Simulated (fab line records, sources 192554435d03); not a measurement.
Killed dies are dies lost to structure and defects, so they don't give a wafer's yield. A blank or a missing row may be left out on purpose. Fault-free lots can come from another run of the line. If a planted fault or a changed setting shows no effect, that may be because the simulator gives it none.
Lot-split experiment | flow n5-finfet | 39 wafers read across 7 lots, on a route 1938 steps long

## THE SPLIT ITSELF
At N5_BEOL_M14_ILD_DEP_00 (deposits SiO2 from TEOS/O2, target thk 1119.3 nm, time 237.4 s), the setting time-s was moved away from the recipe's 237.4 s on 15 of the 39 wafers read, by -18.7% to +46.8%. The other wafers ran this setting at the recipe's value.

There is no step in the file separating the split from the reading.

## THE READING
M14_ILD_THK (nm), taken at N5_BEOL_M14_THK_MEAS_01. On this fab line, fault-free wafers typically give 1112 nm with a standard deviation of 16 nm.

wafer  | tool, chamber at the split | time-s as run, s | against the recipe | M14_ILD_THK, nm | against lot-mates on the recipe
L078.1 | pecvd-02, 2                | 237.4            | recipe             | 1081            | -
L078.2 | pecvd-02, 0                | 289.3            | +21.9%             | 1327            | +232
L078.3 | pecvd-02, 1                | 237.4            | recipe             | 1097            | -
L078.4 | pecvd-02, 1                | 237.4            | recipe             | 1108            | -
L078.5 | pecvd-02, 2                | 289.3            | +21.9%             | 1340            | +245
L078.6 | pecvd-02, 0                | 289.3            | +21.9%             | 1355            | +260
L084.1 | pecvd-03, 0                | 237.4            | recipe             | 1080            | -
L084.2 | pecvd-03, 2                | 237.4            | recipe             | 1101            | -
L084.3 | pecvd-03, 1                | 237.4            | recipe             | 1095            | -
L092.1 | pecvd-04, 1                | 316.7            | +33.4%             | 1474            | +346
L092.2 | pecvd-04, 0                | 237.4            | recipe             | 1116            | -
L092.3 | pecvd-04, 2                | 237.4            | recipe             | 1135            | -
L092.4 | pecvd-04, 1                | 316.7            | +33.4%             | 1493            | +365
L092.5 | pecvd-04, 0                | 316.7            | +33.4%             | 1517            | +389
L092.6 | pecvd-04, 2                | 237.4            | recipe             | 1134            | -
L089.1 | pecvd-04, 0                | 237.4            | recipe             | 1116            | -
L089.2 | pecvd-04, 2                | 193.1            | -18.7%             | 917             | -207
L089.3 | pecvd-04, 1                | 237.4            | recipe             | 1119            | -
L089.4 | pecvd-04, 1                | 193.1            | -18.7%             | 923             | -201
L089.5 | pecvd-04, 2                | 193.1            | -18.7%             | 945             | -179
L089.6 | pecvd-04, 0                | 237.4            | recipe             | 1137            | -
L093.1 | pecvd-04, 0                | 237.4            | recipe             | 1114            | -
L093.2 | pecvd-04, 1                | 328.4            | +38.3%             | 1523            | +392
L093.3 | pecvd-04, 2                | 328.4            | +38.3%             | 1547            | +416
L093.4 | pecvd-04, 0                | 328.4            | +38.3%             | 1562            | +431
L093.5 | pecvd-04, 1                | 237.4            | recipe             | 1129            | -
L093.6 | pecvd-04, 2                | 237.4            | recipe             | 1150            | -
L094.1 | pecvd-02, 1                | 237.4            | recipe             | 1108            | -
L094.2 | pecvd-02, 0                | 237.4            | recipe             | 1093            | -
L094.3 | pecvd-02, 2                | 237.4            | recipe             | 1094            | -
L094.4 | pecvd-02, 0                | 237.4            | recipe             | 1106            | -
L094.5 | pecvd-02, 1                | 237.4            | recipe             | 1118            | -
L094.6 | pecvd-02, 2                | 237.4            | recipe             | 1111            | -
L095.1 | pecvd-03, 0                | 348.5            | +46.8%             | 1589            | +487
L095.2 | pecvd-03, 2                | 348.5            | +46.8%             | 1615            | +513
L095.3 | pecvd-03, 1                | 237.4            | recipe             | 1093            | -
L095.4 | pecvd-03, 0                | 237.4            | recipe             | 1091            | -
L095.5 | pecvd-03, 1                | 348.5            | +46.8%             | 1624            | +522
L095.6 | pecvd-03, 2                | 237.4            | recipe             | 1123            | -

THE FIT
A straight line over all 39 wafers: M14_ILD_THK changes by +10.9 nm for each +1% of time-s; r = +1.00; the points scatter about the line by 20 nm.
The same after taking each lot's own level away (the mean of its wafers on the recipe; 39 wafers): +10.8 nm for each +1%; r = +1.00; scatter 13 nm.
On that fit, the largest move of time-s shifts the reading by 5.1e+02 nm.
Across the lots, their own levels run from 1092.0 to 1131.0 nm, a range of 2.4 times the standard deviation given above.
The two slopes agree, so the slope changes little with the lot-to-lot level.
Check: for one of the wafers moved furthest among these (+46.8%), held out of the fit, the line's prediction against its lot-mates is +511 nm. It came out at +487 nm against them.

## THE WHOLE CHAIN: every reading that the file lists as answering this split, in the file's order
step                    | what it does                                                   | reading                                                                             | change (the file's fit)              | r (the file's)
N5_BEOL_M14_ILD_DEP_00  | deposits SiO2 from TEOS/O2, target thk 1119.3 nm, time 237.4 s | SiO2_of_BEOL_M14_ILD_DEP_00.thk-nm (the simulator's own value, which no gauge read) | +10.9 nm for each +1% of the setting | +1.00
N5_BEOL_M14_THK_MEAS_01 |                                                                | M14_ILD_THK                                                                         | +10.9 for each +1% of the setting    | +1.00
N5_BEOL_M14_VIA_ETCH_16 | etches SiO2 in C4F8/O2/Ar, target depth 1231.3 nm              | etch.depth-nm (the simulator's own value, which no gauge read)                      | +10.9 nm for each +1% of the setting | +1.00
N5_BEOL_M14_VIA_ETCH_16 | etches SiO2 in C4F8/O2/Ar, target depth 1231.3 nm              | coat_of_BEOL_M14_COAT_04.thk-nm (the simulator's own value, which no gauge read)    | -2.52 nm for each +1% of the setting | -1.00

## THE FILE'S OWN FIT
M14_ILD_THK changes by +10.9 nm for each +1% of time-s, r = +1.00.
